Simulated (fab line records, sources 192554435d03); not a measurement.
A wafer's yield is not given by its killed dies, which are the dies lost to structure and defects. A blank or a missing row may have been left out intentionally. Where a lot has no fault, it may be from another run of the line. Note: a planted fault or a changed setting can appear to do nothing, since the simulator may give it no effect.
Chamber matching -- flow n5_finfet -- N5_BEOL_M0_SAQP_MANDREL_ETCH_103 on rie_si-05 has 4 sister chambers
The step etches a-Si in HBr/Cl2, stops on SiCN, target depth 45 nm, bt time 10 s, time 27 s. 4 wafers are shown with their chamber, then 9 later ones without.

## WAFERS, EACH WITH ITS CHAMBER
wafer,chamber,drypump_motor_current_A (A)
L085.5,2,6.3
L089.4,3,5.9
L089.5,1,6.7
L089.6,0,5.6

## WAFERS WITHOUT THEIR CHAMBER
wafer,drypump_motor_current_A (A)
L088.2,5.9
L088.5,5.9
L088.6,6.2
L090.1,6.3
L090.3,6.7
L090.5,6.7
L092.3,6.7
L092.5,5.9
L092.6,6.7

## EACH ONE'S CHAMBER
wafer,from the rows above,in truth
L088.2,3,3
L088.5,3,3
L088.6,2,2
L090.1,2,2
L090.3,1,1
L090.5,1,1
L092.3,1,1
L092.5,3,3
L092.6,1,1
Placed correctly: 9 of 9. Left unplaced by these rows: 0. 0 placed wrongly.
How it was worked out, from the rows above alone: a wafer's distance from a chamber is the root of the sum, over the readings, of the square of ((its reading less the chamber's mean) divided by the reading's scatter). If the next closest chamber is less than 2 further off than the closest, the wafer can't be placed; otherwise it belongs to the closest. The mean given for a chamber averages the wafers shown for that chamber. The scatter: with one shown wafer a chamber, the root of the mean of the squares of how far each hidden wafer lies from its nearest shown one.
